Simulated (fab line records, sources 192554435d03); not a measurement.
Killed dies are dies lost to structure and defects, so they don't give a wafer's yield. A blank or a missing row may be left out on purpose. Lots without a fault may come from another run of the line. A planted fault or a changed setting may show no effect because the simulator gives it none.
fab line records | flow n5_finfet
record lots=24 wafers=72 last_day=19
route steps=1938 shown BEOL_M11@1551 BEOL_M12@1612
lots that met no fault: from a run of the same line without faults
start_h: hours from the record's first day to the start of the lot's first wafer shown | wait_h: hours since the lot's step before | " the same as in the row above | L1.1+2: a row that stands for several wafers | - no value, or no start given | * or withheld: withheld | < > ~ a bound
route shown NAME@n: a module of which the file shows steps, and the number in the route of the first | usual: mean/standard deviation of fault-free wafers | same: alike in all rows | chamber/n: place in a boat | sites: the reading at each site | _std_site: their standard deviation | _edge_site: outer sites' mean less inner sites' | radius_mm: how far each site lies from the wafer's centre | mask NAME#n: copy n | behind: the tool/chamber that last shaped the wafer | hold: why the lot was held/for how many hours/how that ended | device: the transistor (n, p or np) that didn't switch | end of line: the same wafers' tests at the end of the route | a step without rows: its recipe alone | killed: dies lost to structure and defects at the first sort, not the wafer's yield | map: a wafer's dies, x killed, . not, _ none there
set.NAME: the setting as run; set.NAME@STEP: as run at that earlier step | model.NAME: the simulator's own value behind a step, which no gauge read
steps of the route over a sample of lots; a table a step, a row a wafer
services: from which hour (start_h, from the record's first day; less than 0 if before it) a tool's chamber was out of use, for how many hours, and why
## steps
# step N5_BEOL_M11_INSPECT_13
# recipe mode=adi inspect_instrument=brightfield
# usual raw_defect_count=408/84
# columns lot.wafer tool chamber start_h wait_h raw_defect_count
L074.2 defect_inspect-02 - 261.22 0.0 345
L074.5 " - " " 436
L074.6 " - " " 236
L075.2 defect_inspect-01 - 261.47 0.0 440
L075.4 " - " " 440
L075.5 " - " " 411
L078.1 defect_inspect-01 - 270.34 0.0 444
L078.2 " - " " 424
L078.6 " - " " 495
L077.2 defect_inspect-01 - 270.73 0.0 381
L077.3 " - " " 354
L077.6 " - " " 418
L076.2 defect_inspect-02 - 279.33 0.0 322
L076.4 " - " " 421
L076.6 " - " " 409
L080.1 defect_inspect-01 - 283.56 0.0 366
L080.3 " - " " 322
L080.6 " - " " 358
L079.1 defect_inspect-01 - 283.60 0.0 385
L079.4 " - " " 411
L079.5 " - " " 364
L081.3 defect_inspect-01 - 292.83 0.0 429
L081.5 " - " " 336
L081.6 " - " " 339
L082.3 defect_inspect-02 - 307.35 0.0 290
L082.5 " - " " 343
L082.6 " - " " 328
L085.4 defect_inspect-02 - 317.60 0.0 410
L085.5 " - " " 564
L085.6 " - " " 677
L083.2 defect_inspect-01 - 317.76 0.0 334
L083.3 " - " " 337
L083.4 " - " " 331
L086.2 defect_inspect-01 - 321.26 0.0 474
L086.5 " - " " 507
L086.6 " - " " 413
L084.1 defect_inspect-01 - 325.69 0.0 295
L084.4 " - " " 304
L084.5 " - " " 263
L087.4 defect_inspect-02 - 334.78 0.0 374
L087.5 " - " " 487
L087.6 " - " " 409
L088.2 defect_inspect-01 - 358.21 0.0 310
L088.3 " - " " 547
L088.4 " - " " 381
L091.1 defect_inspect-01 - 360.85 0.0 480
L091.2 " - " " 327
L091.4 " - " " 457
L089.1 defect_inspect-01 - 361.01 0.0 446
L089.5 " - " " 297
L089.6 " - " " 307
L090.3 defect_inspect-01 - 361.18 0.0 595
L090.4 " - " " 628
L090.5 " - " " 462
L093.3 defect_inspect-01 - 361.76 0.0 465
L093.4 " - " " 527
L093.6 " - " " 331
L092.1 defect_inspect-02 - 371.16 0.0 348
L092.3 " - " " 385
L092.5 " - " " 337
L094.1 defect_inspect-02 - 391.08 0.0 377
L094.2 " - " " 365
L094.5 " - " " 310
L096.2 defect_inspect-01 - 394.45 0.0 487
L096.3 " - " " 403
L096.6 " - " " 468
L095.1 defect_inspect-02 - 397.08 0.0 355
L095.4 " - " " 225
L095.5 " - " " 445
L097.3 defect_inspect-01 - 400.58 0.0 393
L097.4 " - " " 413
L097.5 " - " " 440
# step N5_BEOL_M12_CD_MEAS_10
# recipe target_cd_nm=140 landing_energy_ev=500 detector=se_inlens polarity=opening
# usual cd_nm=139.6/1.4
# columns lot.wafer tool chamber start_h wait_h cd_nm
L075.2 cd_sem-03 0 267.05 - 140.1
L075.4 " 0 " " 138.4
L075.5 " 0 " " 139.2
L074.2 cd_sem-01 0 267.71 - 141.1
L074.5 " 0 " " 141.3
L074.6 " 0 " " 139.0
L077.2 cd_sem-01 0 275.59 - 137.8
L077.3 " 0 " " 138.0
L077.6 " 0 " " 137.4
L078.1 cd_sem-02 0 276.33 - 137.2
L078.2 " 0 " " 140.1
L078.6 " 0 " " 137.9
L076.2 cd_sem-02 0 286.06 - 139.3
L076.4 " 0 " " 138.8
L076.6 " 0 " " 139.4
L080.1 cd_sem-03 0 290.05 - 138.4
L080.3 " 0 " " 138.9
L080.6 " 0 " " 138.8
L079.1 cd_sem-02 0 290.27 - 140.5
L079.4 " 0 " " 139.5
L079.5 " 0 " " 138.8
L081.3 cd_sem-01 0 300.50 - 137.6
L081.5 " 0 " " 138.9
L081.6 " 0 " " 139.7
L082.3 cd_sem-01 0 318.22 - 138.9
L082.5 " 0 " " 138.4
L082.6 " 0 " " 137.2
L083.2 cd_sem-03 0 324.01 - 141.6
L083.3 " 0 " " 142.2
L083.4 " 0 " " 141.6
L085.4 cd_sem-03 0 324.24 - 138.2
L085.5 " 0 " " 139.5
L085.6 " 0 " " 139.7
L086.2 cd_sem-02 0 326.53 - 139.4
L086.5 " 0 " " 141.6
L086.6 " 0 " " 140.4
L084.1 cd_sem-02 0 333.29 - 140.8
L084.4 " 0 " " 140.4
L084.5 " 0 " " 140.3
L087.4 cd_sem-01 0 342.04 - 140.1
L087.5 " 0 " " 140.3
L087.6 " 0 " " 140.9
L088.2 cd_sem-01 0 363.36 - 137.4
L088.3 " 0 " " 139.3
L088.4 " 0 " " 136.9
L091.1 cd_sem-03 0 366.72 - 139.4
L091.2 " 0 " " 135.6
L091.4 " 0 " " 140.1
L090.3 cd_sem-03 0 367.25 - 137.7
L090.4 " 0 " " 140.0
L090.5 " 0 " " 139.9
L093.3 cd_sem-03 0 367.66 - 140.0
L093.4 " 0 " " 140.0
L093.6 " 0 " " 139.7
L089.1 cd_sem-02 0 368.24 - 140.8
L089.5 " 0 " " 139.2
L089.6 " 0 " " 138.2
L092.1 cd_sem-03 0 378.62 - 136.9
L092.3 " 0 " " 139.4
L092.5 " 0 " " 141.0
L094.1 cd_sem-01 0 397.44 - 140.1
L094.2 " 0 " " 138.9
L094.5 " 0 " " 141.9
L096.2 cd_sem-02 0 402.42 - 140.2
L096.3 " 0 " " 138.8
L096.6 " 0 " " 141.0
L095.1 cd_sem-02 0 403.28 - 138.2
L095.4 " 0 " " 140.1
L095.5 " 0 " " 138.9
L097.3 cd_sem-03 0 407.17 - 137.8
L097.4 " 0 " " 139.4
L097.5 " 0 " " 138.4
# step N5_BEOL_M12_STRIP_64
# recipe chemistry=N2/H2 power_w=1000 temp_c=250 h2_frac=0.65 overash_fraction=0.3 pressure_mtorr=withheld n2_flow_sccm=1750 h2_flow_sccm=3250
# usual drypump_motor_current_A=5.89/0.25 heater_power_w=340/27 oes_product_au=0.715/0.0047 strip_time_to_endpoint_s=31.34/0.098
# same overash_fraction=0.3
# columns lot.wafer tool chamber start_h wait_h drypump_motor_current_A heater_power_w oes_product_au rf_hours_counter_h strip_time_to_endpoint_s
L075.2 plasma_asher-01 0 267.48 0.0 5.84 325 0.708 118 31.22
L075.4 " 0 " " 5.87 315 0.716 - 31.23
L075.5 " 1 " " 5.64 312 0.709 - 31.17
L074.2 plasma_asher-02 1 268.14 0.0 5.70 381 0.710 80 31.28
L074.5 " 0 " " 6.25 326 0.716 - 31.31
L074.6 " 1 " " 5.71 375 0.711 - 31.28
L077.2 plasma_asher-02 0 276.02 0.0 6.24 326 0.713 82 31.33
L077.3 " 1 " " 5.71 380 0.713 - 31.25
L077.6 " 1 " " 5.67 365 0.720 - 31.22
L078.1 plasma_asher-02 0 276.77 0.0 6.26 324 0.712 82 31.28
L078.2 " 1 " " 5.67 378 0.709 82 31.34
L078.6 " 0 " " 6.24 339 0.725 - 31.30
L076.2 plasma_asher-01 1 286.49 0.0 5.64 299 0.721 121 31.52
L076.4 " 0 " " 5.87 311 0.712 - 31.49
L076.6 " 0 " " 5.89 335 0.713 - 31.51
L080.1 plasma_asher-02 1 290.49 0.0 5.70 378 0.720 84 31.28
L080.3 " 1 " " 5.68 382 0.714 - 31.29
L080.6 " 0 " " 6.23 318 0.711 - 31.33
L079.1 plasma_asher-02 0 290.76 0.0 6.27 319 0.718 84 31.42
L079.4 " 1 " " 5.68 382 0.715 - 31.47
L079.5 " 0 " " 6.24 327 0.714 - 31.46
L081.3 plasma_asher-02 1 300.95 0.0 5.67 378 0.715 - 31.32
L081.5 " 1 " " 5.66 374 0.715 - 31.19
L081.6 " 0 " " 6.24 327 0.724 - 31.23
L082.3 plasma_asher-01 0 318.67 0.0 5.85 325 0.714 - 31.25
L082.5 " 1 " " 5.64 308 0.719 - 31.28
L082.6 " 0 " " 5.85 328 0.710 - 31.17
L083.2 plasma_asher-02 1 324.44 0.0 5.68 380 0.723 91 31.31
L083.3 " 1 " " 5.68 379 0.717 - 31.35
L083.4 " 0 " " 6.28 325 0.715 - 31.29
L085.4 plasma_asher-02 1 324.73 0.0 5.68 363 0.710 - 31.35
L085.5 " 1 " " 5.67 381 0.708 - 31.31
L085.6 " 0 " " 6.24 318 0.711 - 31.34
L086.2 plasma_asher-01 1 326.97 0.0 5.67 310 0.717 130 31.22
L086.5 " 1 " " 5.67 306 0.715 - 31.25
L086.6 " 0 " " 5.85 329 0.719 - 31.25
L084.1 plasma_asher-02 1 335.65 0.0 5.68 384 0.718 93 31.47
L084.4 " 0 " " 6.25 325 0.709 - 31.44
L084.5 " 0 " " 6.24 326 0.718 - 31.44
L087.4 plasma_asher-01 0 350.74 0.0 5.89 322 0.717 - 31.40
L087.5 " 1 " " 5.66 312 0.719 - 31.32
L087.6 " 0 " " 5.87 330 0.713 - 31.32
L088.2 plasma_asher-01 0 363.93 0.0 5.85 323 0.718 135 31.42
L088.3 " 0 " " 5.86 330 0.718 - 31.45
L088.4 " 1 " " 5.66 315 0.719 - 31.36
L091.1 plasma_asher-01 1 367.38 0.0 5.65 314 0.718 136 31.47
L091.2 " 0 " " 5.87 321 0.722 136 31.41
L091.4 " 0 " " 5.84 325 0.714 - 31.42
L090.3 plasma_asher-01 0 367.81 0.0 5.85 326 0.713 - 31.36
L090.4 " 1 " " 5.66 312 0.714 - 31.36
L090.5 " 0 " " 5.86 327 0.716 - 31.27
L093.3 plasma_asher-02 1 368.12 0.0 5.66 388 0.710 - 31.30
L093.4 " 0 " " 6.25 331 0.709 - 31.26
L093.6 " 0 " " 6.27 330 0.719 - 31.28
L089.1 plasma_asher-02 1 368.68 0.0 5.66 376 0.708 98 31.27
L089.5 " 1 " " 5.65 374 0.711 - 31.29
L089.6 " 0 " " 6.26 321 0.709 - 31.33
L092.1 plasma_asher-02 1 379.06 0.0 5.69 390 0.715 101 31.26
L092.3 " 0 " " 6.25 320 0.723 - 31.16
L092.5 " 1 " " 5.66 374 0.716 - 31.24
L094.1 plasma_asher-02 1 397.94 0.0 5.67 380 0.715 104 31.45
L094.2 " 0 " " 6.23 330 0.708 104 31.51
L094.5 " 1 " " 5.65 378 0.709 - 31.43
L096.2 plasma_asher-02 0 402.86 0.0 6.23 322 0.716 104 31.59
L096.3 " 1 " " 5.68 374 0.715 - 31.58
L096.6 " 0 " " 6.24 329 0.709 - 31.56
L095.1 plasma_asher-02 0 403.71 0.0 6.24 326 0.713 104 31.39
L095.4 " 1 " " 5.68 377 0.714 - 31.40
L095.5 " 1 " " 5.70 378 0.721 - 31.38
L097.3 plasma_asher-01 0 407.62 0.0 5.88 328 0.712 - 31.33
L097.4 " 1 " " 5.63 320 0.714 - 31.35
L097.5 " 1 " " 5.64 309 0.708 - 31.33
# step N5_BEOL_M12_INSPECT_30
# recipe mode=adi inspect_instrument=macro
# usual raw_defect_count=2.0/1.4
# columns lot.wafer tool chamber start_h wait_h raw_defect_count
L075.2 defect_inspect-01 - 268.13 0.0 1
L075.4 " - " " 3
L075.5 " - " " 1
L074.2 defect_inspect-02 - 268.80 0.0 3
L074.5 " - " " 3
L074.6 " - " " 0
L077.2 defect_inspect-01 - 276.67 0.0 3
L077.3 " - " " 0
L077.6 " - " " 4
L078.1 defect_inspect-01 - 277.30 0.0 3
L078.2 " - " " 1
L078.6 " - " " 0
L076.2 defect_inspect-02 - 287.02 0.0 0
L076.4 " - " " 5
L076.6 " - " " 0
L080.1 defect_inspect-02 - 291.02 0.0 1
L080.3 " - " " 2
L080.6 " - " " 3
L079.1 defect_inspect-02 - 291.28 0.0 1
L079.4 " - " " 1
L079.5 " - " " 3
L081.3 defect_inspect-02 - 301.46 0.0 0
L081.5 " - " " 1
L081.6 " - " " 2
L082.3 defect_inspect-02 - 319.31 0.0 2
L082.5 " - " " 1
L082.6 " - " " 1
L083.2 defect_inspect-02 - 325.10 0.0 5
L083.3 " - " " 4
L083.4 " - " " 1
L085.4 defect_inspect-01 - 325.24 0.0 1
L085.5 " - " " 3
L085.6 " - " " 1
L086.2 defect_inspect-01 - 327.62 0.0 2
L086.5 " - " " 0
L086.6 " - " " 5
L084.1 defect_inspect-02 - 336.31 0.0 3
L084.4 " - " " 1
L084.5 " - " " 2
L087.4 defect_inspect-01 - 351.37 0.0 2
L087.5 " - " " 2
L087.6 " - " " 1
L088.2 defect_inspect-01 - 364.59 0.0 1
L088.3 " - " " 2
L088.4 " - " " 1
L091.1 defect_inspect-02 - 367.92 0.0 2
L091.2 " - " " 5
L091.4 " - " " 1
L090.3 defect_inspect-01 - 368.34 0.0 4
L090.4 " - " " 1
L090.5 " - " " 5
L093.3 defect_inspect-02 - 368.77 0.0 2
L093.4 " - " " 1
L093.6 " - " " 2
L089.1 defect_inspect-02 - 369.33 0.0 0
L089.5 " - " " 2
L089.6 " - " " 4
L092.1 defect_inspect-02 - 379.71 0.0 0
L092.3 " - " " 3
L092.5 " - " " 1
L094.1 defect_inspect-02 - 398.60 0.0 1
L094.2 " - " " 4
L094.5 " - " " 1
L096.2 defect_inspect-02 - 403.38 0.0 3
L096.3 " - " " 2
L096.6 " - " " 2
L095.1 defect_inspect-01 - 404.24 0.0 1
L095.4 " - " " 2
L095.5 " - " " 5
L097.3 defect_inspect-01 - 408.25 0.0 1
L097.4 " - " " 3
L097.5 " - " " 2
# step N5_BEOL_M12_ANNEAL_48
# recipe temp_c=225 time_s=90 ambient=N2
# usual wafer_temp_C_max=225.89/0.26
# columns lot.wafer tool chamber start_h wait_h wafer_temp_C_max
L075.2 rtp_anneal-02 0 272.08 0.2 226.12
L075.4 " 0 " " 225.78
L075.5 " 0 " " 226.18
L074.2 rtp_anneal-02 0 272.80 0.2 226.40
L074.5 " 0 " " 226.16
L074.6 " 0 " " 226.05
L077.2 rtp_anneal-02 0 281.33 0.8 226.32
L077.3 " 0 " " 226.26
L077.6 " 0 " " 226.14
L078.1 rtp_anneal-01 0 281.55 1.0 225.50
L078.2 " 0 " " 225.74
L078.6 " 0 " " 225.56
L076.2 rtp_anneal-02 0 288.83 0.1 226.11
L076.4 " 0 " " 226.02
L076.6 " 0 " " 225.95
L080.1 rtp_anneal-02 0 294.21 0.6 225.95
L080.3 " 0 " " 225.72
L080.6 " 0 " " 226.29
L079.1 rtp_anneal-01 0 296.58 0.5 225.92
L079.4 " 0 " " 225.96
L079.5 " 0 " " 225.55
L081.3 rtp_anneal-01 0 308.22 3.2 225.62
L081.5 " 0 " " 225.46
L081.6 " 0 " " 225.67
L082.3 rtp_anneal-01 0 323.55 0.4 225.36
L082.5 " 0 " " 226.07
L082.6 " 0 " " 225.58
L083.2 rtp_anneal-01 0 331.43 0.1 225.87
L083.3 " 0 " " 225.66
L083.4 " 0 " " 225.38
L085.4 rtp_anneal-02 0 331.57 0.2 225.91
L085.5 " 0 " " 226.35
L085.6 " 0 " " 226.27
L086.2 rtp_anneal-02 0 331.75 0.3 225.98
L086.5 " 0 " " 226.30
L086.6 " 0 " " 226.22
L084.1 rtp_anneal-02 0 349.70 0.1 225.70
L084.4 " 0 " " 225.97
L084.5 " 0 " " 225.87
L087.4 rtp_anneal-01 0 356.26 0.2 225.49
L087.5 " 0 " " 225.80
L087.6 " 0 " " 226.02
L088.2 rtp_anneal-01 0 366.81 0.1 225.97
L088.3 " 0 " " 225.48
L088.4 " 0 " " 225.79
L091.1 rtp_anneal-01 0 370.33 0.1 225.53
L091.2 " 0 " " 225.48
L091.4 " 0 " " 225.76
L090.3 rtp_anneal-02 0 371.23 0.2 225.88
L090.4 " 0 " " 225.47
L090.5 " 0 " " 225.62
L093.3 rtp_anneal-02 0 371.77 0.3 226.06
L093.4 " 0 " " 226.08
L093.6 " 0 " " 226.14
L089.1 rtp_anneal-01 0 373.62 0.1 225.77
L089.5 " 0 " " 225.60
L089.6 " 0 " " 225.76
L092.1 rtp_anneal-01 0 383.72 0.7 226.11
L092.3 " 0 " " 225.85
L092.5 " 0 " " 225.82
L094.1 rtp_anneal-02 0 401.25 0.2 226.11
L094.2 " 0 " " 225.98
L094.5 " 0 " " 225.79
L096.2 rtp_anneal-02 0 405.96 0.2 226.16
L096.3 " 0 " " 226.46
L096.6 " 0 " " 226.21
L095.1 rtp_anneal-01 0 408.38 0.1 225.81
L095.4 " 0 " " 225.70
L095.5 " 0 " " 225.63
L097.3 rtp_anneal-01 0 411.48 0.2 225.76
L097.4 " 0 " " 225.83
L097.5 " 0 " " 225.68
# step N5_BEOL_M12_THK_MEAS_50
# recipe thk_meas_gauge=xrf reads=Cu_of_BEOL_M12_ECD_47
# usual M12_THK=321/6.5
# columns lot.wafer tool chamber start_h wait_h M12_THK[nm]
L075.2 film_metro-02 - 272.63 - 323
L075.4 " - " " 313
L075.5 " - " " 313
L074.2 film_metro-02 - 273.47 - 325
L074.5 " - " " 319
L074.6 " - " " 324
L077.2 film_metro-01 - 281.89 - 311
L077.3 " - " " 318
L077.6 " - " " 313
L078.1 film_metro-01 - 282.14 - 317
L078.2 " - " " 313
L078.6 " - " " 314
L076.2 film_metro-02 - 289.37 - 317
L076.4 " - " " 313
L076.6 " - " " 318
L080.1 film_metro-01 - 294.80 - 328
L080.3 " - " " 321
L080.6 " - " " 309
L079.1 film_metro-02 - 297.18 - 314
L079.4 " - " " 332
L079.5 " - " " 318
L081.3 film_metro-02 - 308.73 - 316
L081.5 " - " " 321
L081.6 " - " " 325
L082.3 film_metro-02 - 324.05 - 312
L082.5 " - " " 330
L082.6 " - " " 308
L083.2 film_metro-01 - 331.98 - 316
L083.3 " - " " 309
L083.4 " - " " 334
L085.4 film_metro-02 - 332.04 - 312
L085.5 " - " " 322
L085.6 " - " " 324
L086.2 film_metro-01 - 332.30 - 322
L086.5 " - " " 326
L086.6 " - " " 319
L084.1 film_metro-02 - 350.29 - 324
L084.4 " - " " 324
L084.5 " - " " 330
L087.4 film_metro-01 - 356.72 - 327
L087.5 " - " " 329
L087.6 " - " " 312
L088.2 film_metro-02 - 367.35 - 327
L088.3 " - " " 318
L088.4 " - " " 319
L091.1 film_metro-01 - 370.92 - 312
L091.2 " - " " 327
L091.4 " - " " 309
L090.3 film_metro-02 - 371.73 - 316
L090.4 " - " " 324
L090.5 " - " " 324
L093.3 film_metro-02 - 372.29 - 323
L093.4 " - " " 329
L093.6 " - " " 326
L089.1 film_metro-02 - 374.21 - 327
L089.5 " - " " 331
L089.6 " - " " 319
L092.1 film_metro-02 - 384.31 - 319
L092.3 " - " " 323
L092.5 " - " " 317
L094.1 film_metro-01 - 401.86 - 310
L094.2 " - " " 317
L094.5 " - " " 328
L096.2 film_metro-02 - 406.50 - 329
L096.3 " - " " 322
L096.6 " - " " 325
L095.1 film_metro-02 - 408.97 - 325
L095.4 " - " " 323
L095.5 " - " " 323
L097.3 film_metro-01 - 411.99 - 328
L097.4 " - " " 325
L097.5 " - " " 320
## services
# columns tool chamber start_h hours kind
plasma_asher-01 - 254.54 0.9 repair
plasma_asher-01 - 258.58 3.7 repair
rtp_anneal-02 - 294.48 22.1 pm
## key
fault none
